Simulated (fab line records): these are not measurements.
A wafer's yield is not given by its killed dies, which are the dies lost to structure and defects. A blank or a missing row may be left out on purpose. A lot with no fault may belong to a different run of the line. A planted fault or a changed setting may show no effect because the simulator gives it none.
Chamber matching	flow nand_harc	rie_diel-09 running NHARC_A_SGD_CUT_ETCHBACK_24: 4 sister chambers
The step etches the open film in CH3F/O2, target depth 50 nm, time 92.857 s. 8 wafers are shown with their chamber, then 10 later ones without.

== WAFERS, EACH WITH ITS CHAMBER ==
wafer	chamber	drypump_motor_current_A (A)	rf_vpp_V (V)
L081.5	0	6.1	243.2
L084.3	1	6.3	243.8
L084.4	0	6.1	243.3
L084.5	2	6.0	246.4
L088.1	1	6.3	245.5
L088.5	3	5.9	247.4
L089.2	3	5.9	247.1
L089.4	2	6.1	247.4

== WAFERS WHOSE CHAMBER IS MISSING ==
wafer	drypump_motor_current_A (A)	rf_vpp_V (V)
L089.5	5.9	248.5
L091.2	6.0	247.3
L091.4	6.1	242.6
L091.5	5.9	246.6
L094.2	6.3	245.4
L094.5	6.3	244.3
L094.6	6.0	245.5
L096.1	6.0	244.3
L096.3	5.9	245.0
L096.4	6.3	247.3

== EACH ONE'S CHAMBER ==
wafer	from the rows above	in truth
L089.5	3	3
L091.2	can't be placed: 2 or 3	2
L091.4	0	0
L091.5	3	3
L094.2	1	1
L094.5	1	1
L094.6	can't be placed: 2 or 3 or 0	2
L096.1	can't be placed: 0 or 2 or 3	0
L096.3	can't be placed: 3 or 2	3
L096.4	1	1
Correct placement for 6 of the 10. These rows do not allow placing 4 (true chamber among the candidates in 4). Number placed wrongly: 0.
How it was worked out, from the rows above alone: a wafer's distance from a chamber is the root of the sum, over the readings, of the square of ((its reading less the chamber's mean) divided by the reading's scatter). The wafer belongs to the nearest chamber; if the next one is less than 2 further off, it can't be placed. A chamber's mean is the mean of its shown wafers. The scatter is the square root of a quotient: the sum, over the shown wafers, of each reading's squared deviation from its chamber's mean, divided by wafers minus chambers.
